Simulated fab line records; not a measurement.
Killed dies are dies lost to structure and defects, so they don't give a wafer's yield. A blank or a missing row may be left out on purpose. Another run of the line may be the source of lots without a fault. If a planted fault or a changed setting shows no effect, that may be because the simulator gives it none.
fab line records + flow n5Finfet
record
- lots=5
- wafers=15
- lastDay=16
route steps=1938 shown BEOL_M2@865
lots that met no fault: from a run of the same line without faults
startH: hours from the record's opening day to when the first of the lot's shown wafers began + waitH: hours elapsed since this lot's preceding step + " unchanged from the row above + L1.1+2: one row covering several wafers at once + - no value, or no start given + * or withheld: withheld + < > ~ a bound
route shown NAME@n: names a module that has steps shown in the file, with the first one's number in the route + usual: mean/standard deviation taken from wafers without a fault + same: alike in all rows + chamber/n: place in a boat + sites: readings site by site + _std_site: standard deviation of those values + _edge_site: the outer-site mean with the inner-site mean subtracted + radiusMm: for every site, how far away it sits from the centre of the wafer + mask NAME#n: copy n + behind: tool/chamber where the wafer was last shaped + hold: why the lot was held/for how many hours/how that ended + device: transistor that didn't switch, given as n, p or np + end of line: tests of these same wafers at the route's end + a step given without rows: its recipe and nothing more + killed: the dies lost at the first sort to structure and to defects; this is not the yield of the wafer + map: dies across one wafer; x = killed, . = not, _ = none there
set.NAME: the setting that was run; set.NAME@STEP: the one run at that earlier step + model.NAME: the simulator's own value behind a step, which no gauge read
lots at some steps of the route; a table a step, a row a wafer
services: the hour from which a tool's chamber was out of use, counted from the record's first day as startH (under 0 if before that day), plus the number of hours and why
## steps
# step N5_BEOL_M2_STRIP_19
# recipe
- chemistry=O2
- powerW=400
- tempC=40
- pressureMtorr=30
- rfFrequencyHz=6e+07
- biasPowerW=0
- overashFraction=0.2
- o2FlowSccm=225
# usual
- drypumpMotorCurrentA=5.9/0.46
- oesProductAu=0.75/0.1
- rfVppV=3.7/0.47
- showerheadPlenumPTorr=2.09/0.077
- throttleValvePct=16.59/0.23
| lot.wafer | tool       | chamber | startH | waitH | drypumpMotorCurrentA | oesProductAu | rfHoursCounterH | rfVppV | showerheadPlenumPTorr | throttleValvePct |
|-----------|------------|---------|--------|-------|----------------------|--------------|-----------------|--------|-----------------------|------------------|
| L078.1    | rieDiel-03 | 0       | 155.26 | 0.1   | 5.3                  | 0.73         | 179             | 4.2    | 2.10                  | 16.74            |
| L078.4    | "          | 3       | "      | "     | 5.5                  | 0.92         | 31              | 2.7    | 2.05                  | 16.57            |
| L078.5    | "          | 2       | "      | "     | 6.0                  | 0.71         | -               | 4.3    | 2.16                  | 17.16            |
| L079.2    | rieDiel-05 | 3       | 157.16 | 0.2   | 6.1                  | 0.70         | 223             | 4.3    | 2.14                  | 16.41            |
| L079.3    | "          | 2       | "      | "     | 5.9                  | 0.69         | 236             | 3.6    | 1.98                  | 16.87            |
| L079.5    | "          | 3       | "      | "     | 6.1                  | 0.70         | -               | 3.5    | 2.14                  | 16.39            |
| L080.1    | rieDiel-03 | 0       | 168.14 | 0.1   | 5.3                  | 0.73         | 183             | 4.2    | 2.09                  | 16.78            |
| L080.2    | "          | 3       | "      | "     | 5.5                  | 0.90         | 35              | 3.0    | 2.05                  | 16.57            |
| L080.3    | "          | 2       | "      | "     | 5.9                  | 0.72         | 217             | 3.8    | 2.16                  | 17.16            |
| L086.3    | rieDiel-05 | 0       | 206.89 | 0.1   | 5.9                  | 0.67         | 245             | 3.4    | 1.99                  | 16.68            |
| L086.5    | "          | 3       | "      | "     | 6.2                  | 0.69         | -               | 4.7    | 2.13                  | 16.43            |
| L086.6    | "          | 0       | "      | "     | 5.9                  | 0.66         | -               | 4.2    | 1.99                  | 16.69            |
| L090.1    | rieDiel-05 | 3       | 229.65 | 0.1   | 6.1                  | 0.69         | 246             | 4.0    | 2.13                  | 16.44            |
| L090.2    | "          | 2       | "      | "     | 6.0                  | 1.01         | 2               | 3.2    | 2.24                  | 16.45            |
| L090.4    | "          | 3       | "      | "     | 6.1                  | 0.68         | -               | 3.6    | 2.13                  | 16.47            |
# step N5_BEOL_M2_CD_MEAS_18
# recipe
- pitchNm=36
- targetCdNm=18
# usual
- cdNm=17.9/0.35
| lot.wafer | tool     | chamber | startH | waitH | cdNm |
|-----------|----------|---------|--------|-------|------|
| L078.1    | cdSem-02 | -       | 155.33 | 0.0   | 17.3 |
| L078.4    | "        | -       | "      | "     | 17.3 |
| L078.5    | "        | -       | "      | "     | 17.2 |
| L079.2    | cdSem-02 | -       | 157.23 | 0.1   | 17.7 |
| L079.3    | "        | -       | "      | "     | 17.8 |
| L079.5    | "        | -       | "      | "     | 17.7 |
| L080.1    | cdSem-03 | -       | 168.21 | 0.0   | 18.5 |
| L080.2    | "        | -       | "      | "     | 18.2 |
| L080.3    | "        | -       | "      | "     | 18.1 |
| L086.3    | cdSem-01 | -       | 206.97 | 0.1   | 18.0 |
| L086.5    | "        | -       | "      | "     | 17.5 |
| L086.6    | "        | -       | "      | "     | 17.9 |
| L090.1    | cdSem-03 | -       | 229.72 | 0.0   | 18.1 |
| L090.2    | "        | -       | "      | "     | 18.0 |
| L090.4    | "        | -       | "      | "     | 17.7 |
# step N5_BEOL_M2_COAT_67
# recipe
- resist=SOC
- tempC=250
- timeS=60
- spinRpm=1500
- resistThkNm=60
| lot.wafer  | tool          | chamber | startH | waitH |
|------------|---------------|---------|--------|-------|
| L078.1+4+5 | lithoTrack-02 | 0       | 155.37 | 0.0   |
| L079.2+3+5 | lithoTrack-03 | 0       | 157.27 | 0.0   |
| L080.1+2+3 | lithoTrack-02 | 0       | 168.24 | 0.0   |
| L086.3+5+6 | lithoTrack-03 | 0       | 207.01 | 0.0   |
| L090.1+2+4 | lithoTrack-03 | 0       | 229.75 | 0.0   |
# step N5_BEOL_M2_COAT_68
# recipe
- resist=SiARC
- tempC=220
- timeS=60
- spinRpm=1500
- resistThkNm=12
| lot.wafer  | tool          | chamber | startH | waitH |
|------------|---------------|---------|--------|-------|
| L078.1+4+5 | lithoTrack-02 | 0       | -      | -     |
| L079.2+3+5 | lithoTrack-03 | 0       | -      | -     |
| L080.1+2+3 | lithoTrack-02 | 0       | -      | -     |
| L086.3+5+6 | lithoTrack-03 | 0       | -      | -     |
| L090.1+2+4 | lithoTrack-03 | 0       | -      | -     |
# step N5_BEOL_M2_COAT_76
# recipe
- resist=underlayer
- tempC=205
- timeS=60
- spinRpm=1500
- resistThkNm=5
| lot.wafer  | tool          | chamber | startH | waitH |
|------------|---------------|---------|--------|-------|
| L078.1+4+5 | lithoTrack-02 | 0       | -      | -     |
| L079.2+3+5 | lithoTrack-03 | 0       | -      | -     |
| L080.1+2+3 | lithoTrack-02 | 0       | -      | -     |
| L086.3+5+6 | lithoTrack-03 | 0       | -      | -     |
| L090.1+2+4 | lithoTrack-03 | 0       | -      | -     |
# step N5_BEOL_M2_COAT_22
# recipe
- resist=CAR-EUV
- spinRpm=1500
- resistThkNm=30
| lot.wafer  | tool          | chamber | startH | waitH |
|------------|---------------|---------|--------|-------|
| L078.1+4+5 | lithoTrack-02 | 0       | -      | -     |
| L079.2+3+5 | lithoTrack-03 | 0       | -      | -     |
| L080.1+2+3 | lithoTrack-02 | 0       | -      | -     |
| L086.3+5+6 | lithoTrack-03 | 0       | -      | -     |
| L090.1+2+4 | lithoTrack-03 | 0       | -      | -     |
# step N5_BEOL_M2_EBR_24
# recipe
- solvent=PGMEA
- ebrWidthMm=1.5
| lot.wafer  | tool          | chamber | startH | waitH |
|------------|---------------|---------|--------|-------|
| L078.1+4+5 | lithoTrack-02 | 0       | -      | -     |
| L079.2+3+5 | lithoTrack-03 | 0       | -      | -     |
| L080.1+2+3 | lithoTrack-02 | 0       | -      | -     |
| L086.3+5+6 | lithoTrack-03 | 0       | -      | -     |
| L090.1+2+4 | lithoTrack-03 | 0       | -      | -     |
# step N5_BEOL_M2_SOFTBAKE_23
# recipe
- tempC=110
- timeS=60
- resist=CAR-EUV
| lot.wafer  | tool          | chamber | startH | waitH |
|------------|---------------|---------|--------|-------|
| L078.1+4+5 | lithoTrack-02 | 0       | -      | -     |
| L079.2+3+5 | lithoTrack-03 | 0       | -      | -     |
| L080.1+2+3 | lithoTrack-02 | 0       | -      | -     |
| L086.3+5+6 | lithoTrack-03 | 0       | -      | -     |
| L090.1+2+4 | lithoTrack-03 | 0       | -      | -     |
# step N5_BEOL_M2_EXPOSE_25
# recipe
- maskId=V1
- na=0.33
- sourceShape=quasar
- sigmaInner=0.2
- sigmaOuter=0.8
- polarization=unpolarized
- defocusNm=5
- doseMj=63
| lot.wafer  | tool          | chamber | startH | waitH | mask |
|------------|---------------|---------|--------|-------|------|
| L078.1+4+5 | euvScanner-01 | 0       | 155.52 | -     | V1#0 |
| L079.2+3+5 | euvScanner-01 | 0       | 157.41 | -     | V1#0 |
| L080.1+2+3 | euvScanner-01 | 0       | 168.38 | -     | V1#0 |
| L086.3+5+6 | euvScanner-02 | 0       | 207.16 | -     | V1#0 |
| L090.1+2+4 | euvScanner-01 | 0       | 230.07 | -     | V1#0 |
# step N5_BEOL_M2_PEB_26
# recipe
- pebTempC=100
- pebTimeS=60
- resist=CAR-EUV
| lot.wafer  | tool          | chamber | startH | waitH |
|------------|---------------|---------|--------|-------|
| L078.1+4+5 | lithoTrack-02 | 0       | 155.60 | 0.1   |
| L079.2+3+5 | lithoTrack-03 | 0       | 157.48 | 0.1   |
| L080.1+2+3 | lithoTrack-03 | 0       | 168.46 | 0.1   |
| L086.3+5+6 | lithoTrack-02 | 0       | 207.23 | 0.1   |
| L090.1+2+4 | lithoTrack-04 | 0       | 230.15 | 0.1   |
# step N5_BEOL_M2_DEVELOP_27
# recipe
- developTimeS=30
- developer=TMAH
- resist=CAR-EUV
- rinseLiquid=surfactantRinse
- dry=airSpin
- devTempC=23
| lot.wafer  | tool          | chamber | startH | waitH |
|------------|---------------|---------|--------|-------|
| L078.1+4+5 | lithoTrack-02 | 0       | -      | -     |
| L079.2+3+5 | lithoTrack-03 | 0       | -      | -     |
| L080.1+2+3 | lithoTrack-03 | 0       | -      | -     |
| L086.3+5+6 | lithoTrack-02 | 0       | -      | -     |
| L090.1+2+4 | lithoTrack-04 | 0       | -      | -     |
# step N5_BEOL_M2_CD_MEAS_28
# recipe
- targetCdNm=26.2
- landingEnergyEv=500
- detector=seInlens
- targetCdYNm=24.1
- polarity=opening
# usual
- cdNm=26.14/0.24
| lot.wafer | tool     | chamber | startH | waitH | cdNm  |
|-----------|----------|---------|--------|-------|-------|
| L078.1    | cdSem-03 | 0       | 155.67 | -     | 26.61 |
| L078.4    | "        | 0       | "      | "     | 26.21 |
| L078.5    | "        | 0       | "      | "     | 26.56 |
| L079.2    | cdSem-03 | 0       | 157.55 | -     | 26.18 |
| L079.3    | "        | 0       | "      | "     | 26.15 |
| L079.5    | "        | 0       | "      | "     | 25.89 |
| L080.1    | cdSem-02 | 0       | 168.53 | -     | 26.18 |
| L080.2    | "        | 0       | "      | "     | 26.13 |
| L080.3    | "        | 0       | "      | "     | 25.94 |
| L086.3    | cdSem-03 | 0       | 207.29 | -     | 26.37 |
| L086.5    | "        | 0       | "      | "     | 26.18 |
| L086.6    | "        | 0       | "      | "     | 26.47 |
| L090.1    | cdSem-01 | 0       | 230.22 | -     | 26.01 |
| L090.2    | "        | 0       | "      | "     | 25.70 |
| L090.4    | "        | 0       | "      | "     | 25.88 |
## services
| tool          | chamber | startH | hours | kind                         |
|---------------|---------|--------|-------|------------------------------|
| euvScanner-02 | -       | 150.67 | 5.8   | pm                           |
| euvScanner-02 | -       | 162.70 | 8.0   | pm                           |
| euvScanner-01 | -       | 169.72 | 1.0   | pm                           |
| euvScanner-02 | -       | 170.70 | 1.0   | pm                           |
| euvScanner-02 | -       | 171.71 | 4.6   | pm                           |
| rieDiel-05    | -       | 172.74 | 15.6  | pm                           |
| euvScanner-01 | 0       | 186.89 | -     | calibration                  |
| euvScanner-02 | 0       | 198.71 | -     | calibration                  |
| rieDiel-05    | 2       | 209.68 | -     | clean                        |
| rieDiel-05    | 2       | 209.68 | -     | consumableReplace:focusRing  |
| rieDiel-05    | 2       | 209.68 | -     | consumableReplace:showerhead |
| rieDiel-05    | 2       | 209.68 | 16.3  | scheduledDown                |
| rieDiel-05    | 2       | 209.68 | 16.3  | ventCycle                    |
| euvScanner-01 | -       | 210.59 | 8.0   | pm                           |
| euvScanner-02 | -       | 212.95 | 0.6   | repair                       |
| lithoTrack-02 | -       | 217.56 | -     | consumableReplace:filter     |
| euvScanner-01 | -       | 218.59 | 1.0   | pm                           |
| rieDiel-05    | 0       | 226.02 | -     | clean                        |
| rieDiel-05    | 0       | 226.02 | -     | consumableReplace:focusRing  |
| rieDiel-05    | 0       | 226.02 | -     | consumableReplace:showerhead |
| rieDiel-05    | 0       | 226.02 | 38.8  | scheduledDown                |
| rieDiel-05    | 0       | 226.02 | 38.8  | ventCycle                    |
| euvScanner-02 | -       | 229.53 | 1.0   | pm                           |
## key
fault none
